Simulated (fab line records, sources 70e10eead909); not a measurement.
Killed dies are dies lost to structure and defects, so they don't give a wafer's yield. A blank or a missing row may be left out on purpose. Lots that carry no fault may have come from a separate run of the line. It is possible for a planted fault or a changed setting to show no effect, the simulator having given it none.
Chamber matching -- flow nand-harc -- pecvd-04 running NHARC_P_CONTACT_DEP_30: 3 sister chambers
The step deposits SiNx, target thk 30 nm. 6 wafers are shown with their chamber, then 11 later ones without.

WAFERS WITH THEIR CHAMBER
wafer,chamber,heater-power-w (W)
L074.6,2,620
L076.3,2,697
L086.2,1,561
L087.3,0,800
L087.4,1,660
L094.2,0,798

WAFERS MISSING THEIR CHAMBER
wafer,heater-power-w (W)
L094.5,635
L094.6,816
L093.2,680
L093.3,770
L093.4,665
L093.1,662
L093.5,792
L093.6,646
L097.1,639
L097.2,609
L097.6,654

THE CHAMBER EACH PASSED THROUGH
wafer,from the rows above,in truth
L094.5,can't be placed: 2 or 1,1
L094.6,0,0
L093.2,can't be placed: 2 or 1 or 0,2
L093.3,can't be placed: 0 or 2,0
L093.4,can't be placed: 2 or 1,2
L093.1,can't be placed: 2 or 1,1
L093.5,0,0
L093.6,can't be placed: 2 or 1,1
L097.1,can't be placed: 2 or 1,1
L097.2,can't be placed: 1 or 2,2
L097.6,can't be placed: 2 or 1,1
2 of 11 placed correctly. Can't be placed from these rows: 9 (the true chamber is among the candidates in 9). 0 placed wrongly.
How it was worked out, from the rows above alone: a wafer's distance from a chamber is the root of the sum, over the readings, of the square of ((its reading less the chamber's mean) divided by the reading's scatter). If the next closest chamber is less than 2 further off than the closest, the wafer can't be placed; otherwise it belongs to the closest. For every chamber, the mean is computed from those of its wafers that are shown. The scatter: the root of (the sum of the squares of (reading less its chamber's mean) over the shown wafers, divided by (wafers less chambers)).
